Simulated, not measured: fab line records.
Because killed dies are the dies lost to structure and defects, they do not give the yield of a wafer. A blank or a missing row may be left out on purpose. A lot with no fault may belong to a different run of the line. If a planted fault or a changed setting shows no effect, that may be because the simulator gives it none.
A single fault, viewed from 2 desks	flow n5_finfet	each desk holds nothing but its own numbers, with what lay behind them at the end

== AT THE METROLOGY DESK ==
Means of the sampled wafers that have a number, per lot and without regard to the tool the lot ran on: this is what the gauges read. Any lot whose mean is over 4 standard deviations away from the usual mean is out of limits and marked OUT; that distance is given in the brackets.
Columns: A = M7_ILD_THK at N5_BEOL_M7_THK_MEAS_01, usual 154.7 nm
lot	first seen here	A
L428	day 9 21:31	154.9
L429	day 10 01:02	156.3
L432	day 10 15:11	156.2
L433	day 10 15:43	153.4
L434	day 11 03:52	152.9
L437	day 12 02:17	154.6
L443	day 13 12:22	154.5
L445	day 13 22:19	154.0
L446	day 14 11:33	153.5
L448	day 14 18:06	153.1
This desk's finding: nothing out of limits on any of the 10 lots.

== THE DEFECT DESK ==
Counts from the inspections along the route, per lot, as means over the sampled wafers that have a number. Any lot whose mean is over 4 standard deviations away from the usual mean is out of limits and marked OUT; that distance is given in the brackets.
Columns: A = raw_defect_count at N5_BEOL_M6_INSPECT_58, usual 70; B = raw_defect_count at N5_BEOL_M7_INSPECT_13, usual 407
lot	first seen here	A	B
L428	day 9 20:52	61	400
L429	day 10 00:26	67	470
L432	day 10 14:25	59	357
L433	day 10 15:06	657 (+23) OUT	978 (+6.3) OUT
L434	day 11 02:46	664 (+24) OUT	1074 (+7.3) OUT
L437	day 12 01:41	566 (+20) OUT	857 (+4.9) OUT
L443	day 13 11:32	44	308
L445	day 13 21:41	76	402
L446	day 14 10:56	42	397
L448	day 14 16:53	55	268
This desk finds L433, L434, L437 out of limits, L433 being first, at day 10 15:06 (raw_defect_count at N5_BEOL_M6_INSPECT_58). In limits: L428, L429, L432, L443, L445, L446, L448.

== ALL TOGETHER ==
The defect desk could have raised an alarm at day 10 15:06, on L433, L434, L437.
The metrology desk saw nothing out of limits.
The metrology desk holds a record of L433, L434, L437, inside its limits.
N5_BEOL_M6_PRE_CLEAN_55 was run on pecvd-04 by each of the lots named.

== WHAT THE SIMULATOR HAD PUT IN ==
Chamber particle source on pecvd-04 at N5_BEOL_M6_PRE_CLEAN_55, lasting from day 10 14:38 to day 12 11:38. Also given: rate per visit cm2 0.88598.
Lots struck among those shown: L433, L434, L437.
Hours from the fault's start to each desk's first reading out of limits: the defect desk, 0.
